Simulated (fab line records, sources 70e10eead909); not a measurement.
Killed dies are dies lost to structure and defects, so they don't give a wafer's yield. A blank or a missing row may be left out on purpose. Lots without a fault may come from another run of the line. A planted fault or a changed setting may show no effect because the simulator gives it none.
Which tool did it? | flow nand_harc | 14 lots, 42 wafers sampled, at 4 steps of a route of 1302

WHAT THE GAUGES READ, wafer by wafer
NHARC_A_START_INSPECT_01. Usual: raw_defect_count 3.4, standard deviation 1.9.
lot  | measured     | on                | raw_defect_count | flag
L308 | day 6 22:58  | defect_inspect-01 | 3 4 3            |
L310 | day 7 12:37  | defect_inspect-01 | 1 8 4            |
L311 | day 8 03:46  | defect_inspect-02 | 5 1 3            |
L314 | day 9 09:15  | defect_inspect-01 | 2 0 3            |
L321 | day 11 23:14 | defect_inspect-02 | 2 3 5            |
L320 | day 12 00:28 | defect_inspect-01 | 2 2 5            |
L323 | day 12 15:46 | defect_inspect-01 | 5 2 6            |
L322 | day 12 17:02 | defect_inspect-01 | 3 5 8            |
L325 | day 13 15:19 | defect_inspect-01 | 6 3 3            |
L327 | day 14 12:51 | defect_inspect-02 | 5 3 3            |
L328 | day 15 00:41 | defect_inspect-02 | 3 4 2            |
L329 | day 15 17:23 | defect_inspect-02 | 3 2 1            |
L331 | day 16 03:39 | defect_inspect-01 | 1 6 3            |
L330 | day 16 04:04 | defect_inspect-02 | 4 2 2            |

NHARC_A_ZERO_WELL_INSPECT_17. Usual: raw_defect_count 10, standard deviation 5.
lot  | measured     | on                | raw_defect_count | flag
L308 | day 7 01:19  | defect_inspect-01 | 18 5 5           |
L310 | day 7 15:04  | defect_inspect-02 | 10 10 14         |
L311 | day 8 06:04  | defect_inspect-02 | 6 9 20           |
L314 | day 9 11:25  | defect_inspect-01 | 11 9 14          |
L321 | day 12 01:24 | defect_inspect-01 | 14 5 10          |
L320 | day 12 02:38 | defect_inspect-01 | 16 8 1           |
L323 | day 12 17:59 | defect_inspect-01 | 9 15 10          |
L322 | day 12 19:14 | defect_inspect-02 | 11 4 5           |
L325 | day 13 17:41 | defect_inspect-01 | 5 8 2            |
L327 | day 14 15:15 | defect_inspect-01 | 17 8 8           |
L328 | day 15 03:00 | defect_inspect-02 | 8 15 11          |
L329 | day 15 19:42 | defect_inspect-01 | 5 11 9           |
L331 | day 16 05:59 | defect_inspect-02 | 11 19 6          |
L330 | day 16 06:21 | defect_inspect-02 | 7 11 13          |

WHICH TOOL RAN EACH LOT (tool, then ch and the chambers of the sampled wafers, then the start)
lot  | NHARC_P_BONDPAD_DEGAS_25     | NHARC_A_ZERO_WELL_RTA_16
L308 | pvd_sputter-01, day 6 20:46  | rtp_anneal-02 ch 0, day 7 01:07
L310 | pvd_sputter-01, day 7 10:29  | rtp_anneal-02, day 7 14:56
L311 | pvd_sputter-03, day 8 01:41  | rtp_anneal-02, day 8 05:52
L314 | pvd_sputter-01, day 9 07:10  | rtp_anneal-01 ch 0, day 9 11:18
L321 | pvd_sputter-01, day 11 21:08 | rtp_anneal-01 ch 0, day 12 01:12
L320 | pvd_sputter-02, day 11 22:13 | rtp_anneal-02 ch 0, day 12 02:27
L323 | pvd_sputter-02, day 12 13:40 | rtp_anneal-01 ch 0, day 12 17:48
L322 | pvd_sputter-02, day 12 14:56 | rtp_anneal-02 ch 0, day 12 19:02
L325 | pvd_sputter-01, day 13 13:14 | rtp_anneal-02 ch 0, day 13 17:29
L327 | pvd_sputter-03, day 14 10:45 | rtp_anneal-01 ch 0, day 14 15:05
L328 | pvd_sputter-01, day 14 22:35 | rtp_anneal-02 ch 0, day 15 02:50
L329 | pvd_sputter-02, day 15 15:17 | rtp_anneal-01 ch 0, day 15 19:33
L331 | pvd_sputter-02, day 16 01:35 | rtp_anneal-01 ch 0, day 16 05:49
L330 | pvd_sputter-01, day 16 01:58 | rtp_anneal-02 ch 0, day 16 06:11
- NHARC_P_BONDPAD_DEGAS_25: time 60 s.
- NHARC_A_ZERO_WELL_RTA_16: time 10 s.

WHAT THE TOOLS THEMSELVES READ (means of the sampled wafers that have a number; where no wafer has one, the mark that the record gives instead)
NHARC_P_BONDPAD_DEGAS_25. Usual: heater_power_w 475 W, standard deviation 39.
lot  | tool           | heater_power_w (W) | flag
L308 | pvd_sputter-01 | 479                |
L310 | pvd_sputter-01 | 491                |
L311 | pvd_sputter-03 | 429                |
L314 | pvd_sputter-01 | 495                |
L321 | pvd_sputter-01 | 473                |
L320 | pvd_sputter-02 | 484                |
L323 | pvd_sputter-02 | 487                |
L322 | pvd_sputter-02 | 488                |
L325 | pvd_sputter-01 | 500                |
L327 | pvd_sputter-03 | 430                |
L328 | pvd_sputter-01 | 454                |
L329 | pvd_sputter-02 | 510                |
L331 | pvd_sputter-02 | 537                |
L330 | pvd_sputter-01 | 506                |

NHARC_A_ZERO_WELL_RTA_16. Usual: anneal_temp_c_max 1006.3, standard deviation 2.5; lamp_power_pct 30.3 %, standard deviation 0.62; lamp_zone_1_pct 30.3 %, standard deviation 0.61; wafer_temp_C_max 1005.4, standard deviation 1.5.
lot  | tool          | anneal_temp_c_max | lamp_power_pct (%) | lamp_zone_1_pct (%) | wafer_temp_C_max | flag
L308 | rtp_anneal-02 | 1004.1            | 30.9               | 30.9                | 1006.4           |
L310 | rtp_anneal-02 | -                 | -                  | -                   | -                | OFF
L311 | rtp_anneal-02 | -                 | -                  | -                   | -                | OFF
L314 | rtp_anneal-01 | 1007.8            | 29.6               | 29.6                | 1004.7           |
L321 | rtp_anneal-01 | 1008.5            | 29.7               | 29.7                | 1004.3           |
L320 | rtp_anneal-02 | 1003.2            | 30.9               | 30.9                | 1006.1           |
L323 | rtp_anneal-01 | 1008.0            | 29.7               | 29.7                | 1004.3           |
L322 | rtp_anneal-02 | 1004.3            | 31.0               | 30.9                | 1006.1           |
L325 | rtp_anneal-02 | 1003.2            | 30.9               | 30.9                | 1006.1           |
L327 | rtp_anneal-01 | 1008.0            | 29.7               | 29.7                | 1004.3           |
L328 | rtp_anneal-02 | 1003.7            | 30.9               | 30.9                | 1006.2           |
L329 | rtp_anneal-01 | 1008.5            | 29.7               | 29.7                | 1005.4           |
L331 | rtp_anneal-01 | 1008.2            | 29.7               | 29.7                | 1004.1           |
L330 | rtp_anneal-02 | 1003.8            | 30.9               | 30.9                | 1007.4           |

THE ANSWER, worked out from the rows above alone
Rule: a lot is off if the mean of its wafers that have a number lies more than 3 standard deviations from the usual mean. A lot without any number at a reading at which 4 lots or more have one is off too. The other lots that the step has rows for count as sound. The gauges are gone through in route order, then the tools' own readings, and for those a lot's mean is taken as printed above. The first step at which some lot is off is used, and at that step the reading that is off furthest; a lot without a number counts as furthest.
Off: L310, L311, at NHARC_A_ZERO_WELL_RTA_16 (anneal_temp_c_max). Without a number there: L310, L311.
A tool fits if, at that step or a process step before it, it ran every lot that is off, and no sound lot after the first of them. None of those tried fits.

WHAT THE SIMULATOR HAD PUT IN
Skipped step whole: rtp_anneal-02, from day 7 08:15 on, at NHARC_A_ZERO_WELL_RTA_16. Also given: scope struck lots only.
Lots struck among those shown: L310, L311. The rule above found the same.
